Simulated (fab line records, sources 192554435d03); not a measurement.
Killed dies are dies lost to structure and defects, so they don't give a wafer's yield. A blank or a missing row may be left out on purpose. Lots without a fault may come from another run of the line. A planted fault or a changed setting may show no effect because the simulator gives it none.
A struck lot beside a sound one | flow n5_finfet | 16 steps out of a route of 1938
Sound: wafers L506.1, L506.4, L506.6. Struck: wafers L510.1, L510.3, L510.4. The cause comes at the end.
At each step with rows: each side's tool, then ch and its chambers, then its first start. Under that, the readings that differ: sound wafers | struck wafers | difference of the means | sigmas: that difference in standard deviations of wafers without a fault.
alike: readings whose means differ by less than 2 such deviations, and words and numbers that are the same on both sides. not compared: withheld readings, readings that some wafer has no value for, bounds like >300 that may hide the same value, and numbers for which the record gives no deviation and whose values overlap.
The two part at a step that has a row with sigmas, a row that says differs or no value, or rows on one side only. Numbers that don't overlap but have no deviation are shown without sigmas and don't part them. A reading that every wafer of one side lacks parts them only if that side has two wafers or more.

first, 8 steps without rows for these wafers: N5_BEOL_M7_COAT_64 (time 60 s, resist thk 12 nm); N5_BEOL_M7_COAT_71 (time 60 s, resist thk 5 nm); N5_BEOL_M7_COAT_22 (resist thk 30 nm); N5_BEOL_M7_EBR_24; N5_BEOL_M7_SOFTBAKE_23 (time 60 s); N5_BEOL_M7_EXPOSE_25 (exposes mask V6, target cd 40 nm); N5_BEOL_M7_PEB_26 (peb time 60 s); N5_BEOL_M7_DEVELOP_27 (develop time 30 s).
N5_BEOL_M7_CD_MEAS_28: target cd 40 nm.
  sound on cd_sem-02 ch 0, day 10 14:57; struck on cd_sem-01 ch 0, day 11 19:59
  alike: cd_nm
N5_BEOL_M7_OVL_MEAS_29:
  sound on overlay-02 ch 0, day 10 14:59; struck on overlay-01 ch 0, day 11 20:01
  alike: V6_OVL
N5_BEOL_M7_INSPECT_30: inspects for defects (brightfield).
  sound on defect_inspect-02, day 10 15:02; struck on defect_inspect-02, day 11 20:04
  alike: raw_defect_count
N5_BEOL_M7_DESCUM_33: chemistry O2, time 7 s.
  sound on rie_diel-03 ch 1,3, day 10 15:12; struck on rie_diel-01 ch 0,1,3, day 11 20:06
  alike: drypump_motor_current_A, o2_flow_sccm, oes_product_au, rf_vpp_V, showerhead_plenum_p_Torr, throttle_valve_pct
  not compared: rf_hours_counter_h
N5_BEOL_M7_ETCH_72: etches underlayer in N2/H2, target depth 6.5 nm, time 5.2 s.
  sound on rie_diel-03 ch 1,3, day 10 15:14; struck on rie_diel-01 ch 0,1,3, day 11 20:08
  no value came back on the struck wafers for any of 9 readings (bias_w (W), chamber_pressure_mTorr (mTorr) and others); on the sound wafers bias_w (W) reads 150.0 149.8 149.8
  reading                                      | sound          | struck         | difference | sigmas
  model.CAR-EUV_of_BEOL_M7_COAT_22.thk_nm (nm) | 20.4 20.4 20.4 | 26.2 26.2 26.2 | +5.8       |
  not compared: rf_hours_counter_h
N5_BEOL_M7_ETCH_65: etches SiARC in CF4, target depth 15.6 nm, time 26 s.
  sound on rie_diel-03 ch 1,3, day 10 15:16; struck on rie_diel-01 ch 0,1,3, day 11 20:09
  reading                                      | sound          | struck   | difference | sigmas
  model.CAR-EUV_of_BEOL_M7_COAT_22.thk_nm (nm) | 11.2 11.2 11.2 | 17 17 17 | +6         |
  alike: bias_w, cf4_flow_sccm, drypump_motor_current_A, etch_rf_on_time_s, oes_product_au, rf_vpp_V, showerhead_plenum_p_Torr, throttle_valve_pct
  not compared: rf_hours_counter_h
N5_BEOL_M7_ETCH_66: etches SOC in N2/H2, target depth 80 nm, overetch 16 nm, time 120 s.
  sound on rie_diel-03 ch 1,3, day 10 15:17; struck on rie_diel-01 ch 0,1,3, day 11 20:11
  alike: bias_w, chamber_pressure_mTorr, drypump_motor_current_A, n2_flow_sccm, oes_product_au, rf_vpp_V, showerhead_plenum_p_Torr, throttle_valve_pct
  not compared: rf_hours_counter_h
-- the record jumps here: 4 days lie between the struck wafers' starts before and after (it left off in module BEOL_M7 and takes up again in module PASSIVATION, whose first step shown is number 1936 of the route) --
N5_PASSIVATION_PROBE_49:
  sound on prober-01, day 14 01:26; struck on prober-01, day 15 11:55
  alike: defect_limited_yield, killed_at_M0_to_M3, killed_at_M4_up, killed_at_contacts, killed_at_front_end, killed_at_other, killed_dies, killed_open, killed_short, sort_bin_5_function, sort_bin_6_memory, sort_n_pass, sort_yield_pct

WHERE THEY PART
Only at N5_BEOL_M7_ETCH_72, within this record. Later steps at which nothing parts them and some readings are alike: N5_BEOL_M7_ETCH_65, N5_BEOL_M7_ETCH_66, N5_PASSIVATION_PROBE_49.

WHY: what the simulator had put in
Skipped step whole: rie_diel-01, from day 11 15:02 on, at N5_BEOL_M7_ETCH_72. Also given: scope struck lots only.
